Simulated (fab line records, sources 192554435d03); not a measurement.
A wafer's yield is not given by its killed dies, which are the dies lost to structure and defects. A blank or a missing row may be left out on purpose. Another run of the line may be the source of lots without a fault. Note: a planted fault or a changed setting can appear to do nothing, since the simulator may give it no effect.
A struck lot beside a sound one    flow n5-finfet    18 steps out of a route of 1938
Sound: these wafers, L579.1, L579.3, L579.4. The struck wafers were L587.1, L587.3, L587.4. The cause is given at the end.
Per side, at each step with rows, come the tool, then ch with its chambers, and then its first start. Under that, the readings that differ: sound wafers    struck wafers    difference of the means    sigmas: that difference in standard deviations of wafers without a fault.
alike: words and numbers the same on both sides, and readings whose means are apart by under 2 such deviations; not compared: readings that were withheld, readings missing a value for some wafer, numbers with overlapping values and no deviation given by the record, and bounds like >300 which may hide the same value.
A row with sigmas, a row that says differs or no value, or rows on one side alone: a step with any of these is where the two part. Non-overlapping numbers with no deviation appear without sigmas and do not part them. A reading missing from all wafers of one side parts the sides only when that side holds two or more wafers.

N5_BEOL_M0_SAQP_PECVD_03: deposits SiCN from 3MS/NH3, target thk 12 nm, time 21.1 s.
  sound on pecvd-01 ch 0,1, day 5 19:02; struck on pecvd-02 ch 0,1,2, day 7 19:13
  alike: showerhead-plenum-p-Torr, throttle-valve-pct
N5_BEOL_M0_SAQP_PECVD_96: deposits a-Si from SiH4/He, target thk 45 nm, time 45.2 s.
  sound on pecvd-01 ch 0,1, day 5 19:04; struck on pecvd-02 ch 0,1,2, day 7 19:15
  alike: heater-power-w, showerhead-plenum-p-Torr, throttle-valve-pct
N5_BEOL_M0_SAQP_PECVD_97: deposits SiNx from SiH4/NH3/N2, target thk 23 nm, time 19.9 s.
  sound on pecvd-01 ch 0,1, day 5 19:07; struck on pecvd-02 ch 0,1,2, day 7 19:18
  alike: heater-power-w, showerhead-plenum-p-Torr, throttle-valve-pct
N5_BEOL_M0_SAQP_PECVD_04: deposits a-Si from SiH4/He, target thk 60 nm, time 60.2 s.
  sound on pecvd-01 ch 0,1, day 5 19:10; struck on pecvd-02 ch 0,1,2, day 7 19:20
  alike: heater-power-w, showerhead-plenum-p-Torr, throttle-valve-pct
N5_BEOL_M0_SAQP_THK_MEAS_05:
  sound on film-metro-01, day 5 19:16; struck on film-metro-02, day 7 19:26
  alike: thk-nm
N5_BEOL_M0_SAQP_HM_DEP_111: deposits SiO2 from SiH4/N2O, target thk 12 nm, time 7.2 s.
  sound on pecvd-01 ch 0,2, day 5 19:17; struck on pecvd-01 ch 1,2, day 7 19:28
  alike: heater-power-w, showerhead-plenum-p-Torr
then, 6 steps without rows for these wafers: N5_BEOL_M0_SAQP_COAT_81 (time 60 s, resist thk 100 nm); N5_BEOL_M0_SAQP_COAT_82 (time 60 s, resist thk 30 nm); N5_BEOL_M0_SAQP_COAT_08 (resist thk 90 nm); N5_BEOL_M0_SAQP_EBR_10; N5_BEOL_M0_SAQP_SOFTBAKE_09 (time 60 s); N5_BEOL_M0_SAQP_EXPOSE_11 (exposes mask M0 CORE, target cd 42 nm).
N5_BEOL_M0_SAQP_PEB_12: peb time 60 s.
  sound on litho-track-05 ch 0, day 5 19:40; struck on litho-track-02 ch 0, day 7 19:51
  alike: chill-plate-temp-C
then, 1 step without rows for these wafers: N5_BEOL_M0_SAQP_DEVELOP_13 (develop time 30 s).
N5_BEOL_M0_SAQP_CD_MEAS_14: target cd 42.5 nm.
  sound on cd-sem-02 ch 0, day 5 19:44; struck on cd-sem-01 ch 0, day 7 19:55
reading     sound           struck          difference  sigmas
cd-nm (nm)  42.5 42.7 42.7  37.6 38.1 37.5  -4.9        -15
N5_BEOL_M0_SAQP_OVL_MEAS_15:
  sound on overlay-02 ch 0, day 5 19:46; struck on overlay-01 ch 0, day 7 19:56
reading           sound           struck        difference  sigmas
M0_CORE_OVL (nm)  -1.2 -0.3 -1.1  -0.2 1.8 0.9  +1.7        +2
-- here the record skips 2 days between the struck wafers' starts before and after, leaving off in module BEOL_M0_SAQP and picking up in module BEOL_M4 (first step shown: number 1111 of the route) --
N5_BEOL_M4_RC_MEAS_101:
  sound on prober-01 ch 0, day 7 23:14; struck on prober-02 ch 0, day 9 21:11
  alike: DIBL_N, DIBL_P, IOFF_N, IOFF_P, ION_N, ION_P, SS_N, SS_P, VT_N, VT_P
-- a jump in the record: the struck wafers' starts before and after are 4 days apart (it breaks off in module BEOL_M4 and resumes in module PASSIVATION, where the first step shown is number 1936 of the route) --
N5_PASSIVATION_PROBE_49:
  only the struck wafers here have rows in the record (prober-02, day 14 05:26); the sound ones have none

== WHERE THEY PART ==
Last at N5_PASSIVATION_PROBE_49 as far as this record goes, first at N5_BEOL_M0_SAQP_CD_MEAS_14.

WHY: what the simulator had put in
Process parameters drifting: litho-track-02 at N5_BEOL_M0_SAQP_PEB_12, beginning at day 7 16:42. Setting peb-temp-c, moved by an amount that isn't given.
